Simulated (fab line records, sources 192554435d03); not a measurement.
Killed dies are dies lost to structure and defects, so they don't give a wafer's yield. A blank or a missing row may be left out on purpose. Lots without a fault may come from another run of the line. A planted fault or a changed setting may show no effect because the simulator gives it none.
A struck lot beside a sound one | flow n5_finfet | 35 steps out of a route of 1938
Sound: wafers L212.3, L212.4, L212.6. Struck: wafers L230.3, L230.4. (L230.2 of the same lot was not struck and is left out.) The cause comes at the end.
At each step with rows: each side's tool, then ch and its chambers, then its first start. Under that, the readings that differ: sound wafers | struck wafers | difference of the means | sigmas: that difference in standard deviations of wafers without a fault.
alike: readings whose means differ by less than 2 such deviations, and words and numbers that are the same on both sides. not compared: withheld readings, readings that some wafer has no value for, bounds like >300 that may hide the same value, and numbers for which the record gives no deviation and whose values overlap.
The two part at a step that has a row with sigmas, a row that says differs or no value, or rows on one side only. Numbers that don't overlap but have no deviation are shown without sigmas and don't part them. A reading that every wafer of one side lacks parts them only if that side has two wafers or more.

first, 8 steps without rows for these wafers: N5_ILD0_LINER_00 (material SiNx, target thk 4 nm, pulse time 1 s, purge time 2 s); N5_ILD0_FCVD_FILL_01 (material SiO2 flowable, target thk 200 nm, time 328.3 s); N5_ILD0_CURE_02 (time 1800 s); N5_ILD0_CMP_03 (polishes, stops on SiNx, t overpolish 1.9 s, target thk 197.38 nm); N5_ILD0_CMP_07 (polishes SiO2 flowable, stops on poly-Si, t overpolish 1.18 s, target thk 138.88 nm); N5_ILD0_PRECLEAN_10 (cleans in NF3:NH3, afs cycles 5, time 20 s, sublimation time 60 s); N5_ILD0_ALD_15 (deposits SiNx, target thk 24 nm, pulse time 1 s, ald cycles 480); N5_ILD0_CMP_12 (polishes SiNx, stops on poly-Si, t overpolish 6 s, target thk 17.67 nm).
N5_SDB_HM_DEP_00: deposits SiNx from SiH4/NH3/N2, target thk 40 nm, time 35.3 s.
  sound on pecvd-02 ch 0,1, day 3 23:45; struck on pecvd-02 ch 2, day 9 06:36
  reading                                 | sound          | struck    | difference | sigmas
  throttle_valve_pct (%)                  | 41.4 40.3 41.4 | 37.7 37.8 | -3.3       | -2
  model.SiNx_of_SDB_HM_DEP_00.thk_nm (nm) | 39.8 39.4 40   | 76.4 77.4 | +37.2      |
  alike: heater_power_w, rf_fwd_power_W, showerhead_plenum_p_Torr, susceptor_temp_C
then, 13 steps without rows for these wafers: N5_SDB_COAT_03 (time 60 s, resist thk 100 nm); N5_SDB_COAT_04 (time 60 s, resist thk 18 nm); N5_SDB_COAT_05 (resist thk 90 nm); N5_SDB_EBR_07; N5_SDB_SOFTBAKE_06 (time 60 s); N5_SDB_EXPOSE_08 (exposes mask SDB); N5_SDB_PEB_09 (peb time 60 s); N5_SDB_DEVELOP_10 (develop time 30 s); N5_SDB_DESCUM_16 (chemistry O2, time 7.9 s); N5_SDB_ETCH_17 (etches SiARC in CF4, target depth 23.4 nm, time 39 s); N5_SDB_ETCH_18 (etches SOC in N2/H2, target depth 100 nm, overetch 20 nm, time 150 s); N5_SDB_STRIP_19 (strips in N2/H2); N5_SDB_STRIP_21 (strips in CF4).
N5_SDB_HM_OPEN_20: chemistry CH3F/O2, target SiNx, stops on poly-Si, target depth 24 nm.
  sound on rie_diel-04 ch 0,1,3, day 4 00:31; struck on rie_diel-06 ch 0,3, day 9 07:22
  reading                  | sound             | struck      | difference | sigmas
  oes_product_au (a.u.)    | 0.62 0.71 0.66    | 0.91 0.78   | +0.18      | +3
  rf_fwd_power_W (W)       | 393.2 394.2 394.3 | 390.6 390.2 | -3.5       | -2
  rf_vpp_V (V)             | 310 309 298       | 288 294     | -15        | -2
  model.etch.depth_nm (nm) | 23.79 23.39 24.05 | 34.77 33.9  | +10.59     |
  alike: O2_flow_sccm, drypump_motor_current_A, showerhead_plenum_p_Torr, throttle_valve_pct
  not compared: rf_hours_counter_h
then, 5 steps without rows for these wafers: N5_SDB_STRIP_22 (strips in N2/H2); N5_SDB_PRECLEAN_23 (cleans in dHF, time 30 s); N5_SDB_DUMMY_REMOVE_24 (chemistry TMAH, target poly-Si, stops on SiO2, target depth 142 nm, time 57 s, rinse time 30 s); N5_SDB_ETCH_25 (etches SiO2 in C4F6/O2, target depth 10 nm, time 3.3 s); N5_SDB_CUT_ETCH_26 (etches Si in HBr/Cl2/O2, target depth 129.6 nm, bt time 20 s, time 51.8 s).
N5_SDB_PRECLEAN_38: cleans in dHF, time 10 s.
  sound on wet_bench-03 ch 0,3,4, day 4 01:01; struck on wet_bench-01 ch 5,6, day 9 07:52
  reading                                 | sound          | struck  | difference | sigmas
  model.SiNx_of_SDB_HM_DEP_00.thk_nm (nm) | 21.2 21.2 21.8 | 58 58.6 | +37        |
  alike: temp_c
then, 3 steps without rows for these wafers: N5_SDB_PRECLEAN_39 (cleans in O3/DIW, time 45 s); N5_SDB_SRD_28 (time 30 s); N5_SDB_ALD_29 (deposits SiNx, target thk 30 nm, pulse time 1 s, ald cycles 600).
N5_SDB_CMP_30: polishes, stops on poly-Si, t overpolish 1.54 s, target thk 30 nm.
  sound on cmp-01 ch 0,1, day 4 03:49; struck on cmp-01 ch 1,3, day 9 10:40
  reading                | sound          | struck    | difference | sigmas
  time_to_endpoint_s (s) | 13.7 20.4 18.8 | 27.9 31.8 | +12.2      | +5
  alike: motor_current_A, platen_rpm
N5_BEOL_M4_RC_MEAS_101:
  the record has rows for the sound wafers here (prober-01 ch 0, day 8 17:20) and none for the struck ones
-- the record jumps here: 9 days lie between the struck wafers' starts before and after (it left off in module BEOL_M4 and takes up again in module PASSIVATION, whose first step shown is number 1936 of the route) --
N5_PASSIVATION_PROBE_49:
  the record has rows for the struck wafers here (prober-01, day 18 14:53) and none for the sound ones

WHERE THEY PART
First at N5_SDB_HM_DEP_00; last, within this record, at N5_PASSIVATION_PROBE_49.

WHY: what the simulator had put in
Process parameter drift: pecvd-02, from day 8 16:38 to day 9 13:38, at N5_SDB_HM_DEP_00. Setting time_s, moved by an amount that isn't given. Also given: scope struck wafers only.
